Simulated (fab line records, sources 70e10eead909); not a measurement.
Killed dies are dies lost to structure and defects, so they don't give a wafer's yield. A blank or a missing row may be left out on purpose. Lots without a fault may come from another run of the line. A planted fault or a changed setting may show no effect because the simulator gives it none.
Problem report in the 8D (eight disciplines) form, filled by code | flow nand_harc | the parts of the form that need people (team, actions taken, sign-off) are left out

1. THE PROBLEM
thk_nm at NHARC_A_ONON_D2_THK_MEAS_27 reads a mean of 675 nm on 1 wafer of 1 lot; wafers without a fault read 1002 nm with a standard deviation of 9.3. That is -35 standard deviations from the usual mean.
The step: measures by ellipsometry.
First seen on wafer L321.4, day 17 10:23, on film_metro-02. The record holds 38 wafers of 13 lots with a number at this step. Rule for "out", or "out of limits": more than 4 standard deviations from the usual mean. The other wafers with a number count as sound.

2. WHAT IT IS AND WHAT IT IS NOT
question                    | is                | is not
which readings at this step | thk_nm            | -
which lots                  | L321              | L310, L311, L312, L313, L324, L327, L328, L329, L330, L331, L332, L333
which wafers of those lots  | L321.4            | L321.3
read on which gauges        | film_metro-02     | film_metro-01
when                        | from day 17 10:23 | up to then (13 sound wafers); but 24 sound wafers of L324, L327, L328, L329, L330, L331, L332, L333 came after

3. SUSPECTS, AND WHAT RULES EACH OUT
Counting: a tool at a process step up to the reading stays a suspect if it ran every lot that is out. Sound lots after the first of them don't rule it out here, since some wafers of a struck lot are sound.
- the gauge at NHARC_A_ONON_D2_THK_MEAS_27: ruled out. All the wafers that are out were read on film_metro-02, but those of them that NHARC_END_SORT_01 has rows for are out there too, on other tools.
- har_etch-01 at NHARC_A_CHANNEL_HOLE_D1_ETCH_20 (etches the open film in C4F8/O2/Ar, time 361.9 s, target depth 1600 nm): kept. It ran the lot that is out, L321 (day 13 02:07); its last sound lot up to then is L313 (day 9 20:01).
- ald_hk-02 at NHARC_A_CHANNEL_FILL_D1_ALD_14 (deposits SiO2, target thk 2.5 nm, pulse time 10 s, ald cycles 25): kept. It ran the lot that is out, L321 (day 13 18:07); its last sound lot up to then is L310 (day 9 08:03).
- pecvd_onon-04 at NHARC_A_ONON_D2_DEP_25 (target thk 1000 nm): kept. It ran the lot that is out, L321 (day 17 09:58).
- Within har_etch-01 at NHARC_A_CHANNEL_HOLE_D1_ETCH_20: the wafers that are out ran in chamber 0; their sound lot-mates ran in chamber 1.
- Within ald_hk-02 at NHARC_A_CHANNEL_FILL_D1_ALD_14: the wafers that are out ran in chamber 0; their sound lot-mates ran in chamber 3.
Left after counting: har_etch-01 at NHARC_A_CHANNEL_HOLE_D1_ETCH_20, ald_hk-02 at NHARC_A_CHANNEL_FILL_D1_ALD_14, pecvd_onon-04 at NHARC_A_ONON_D2_DEP_25.

4. THE CAUSE (what the simulator had put in)
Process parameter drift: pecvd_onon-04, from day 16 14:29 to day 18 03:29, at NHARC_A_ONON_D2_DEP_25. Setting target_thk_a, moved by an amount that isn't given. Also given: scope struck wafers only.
Counting left 3 suspects, and this tool is among them.

5. THE CHAIN OF EFFECTS, in route order
Each row: a reading whose mean over the struck wafers that have a number lies more than 3 standard deviations from the usual. Only readings for which the record gives a usual standard deviation are gone through. hours: the time from each lot's start at the first step in this table that gives one to its start at this step, as a median over the lots. sigmas: the change in usual standard deviations.
hours | step                        | reading         | usual   | on struck wafers | change | sigmas
0     | NHARC_A_ONON_D2_THK_MEAS_27 | thk_nm          | 1002 nm | 675              | -327   | -35
276   | NHARC_END_SORT_01           | killed_at_array | 46      | 675              | +629   | +39
276   | NHARC_END_SORT_01           | killed_dies     | 51      | 677              | +626   | +37
Later measuring or inspecting steps at which every struck wafer that the step has a row for has a number for every such reading, and none has moved that far: NHARC_A_ONON_D2_INSPECT_32.

6. WHAT WOULD HAVE CAUGHT IT SOONER
In this record the first reading out of limits at a measuring or inspecting step was taken at day 17 10:23, 20 hours after the fault began at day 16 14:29.
All the lots that are out (1) had begun NHARC_A_ONON_D2_DEP_25 on pecvd_onon-04 by day 17 10:23. A hold on the tool at that time would have spared none of them.
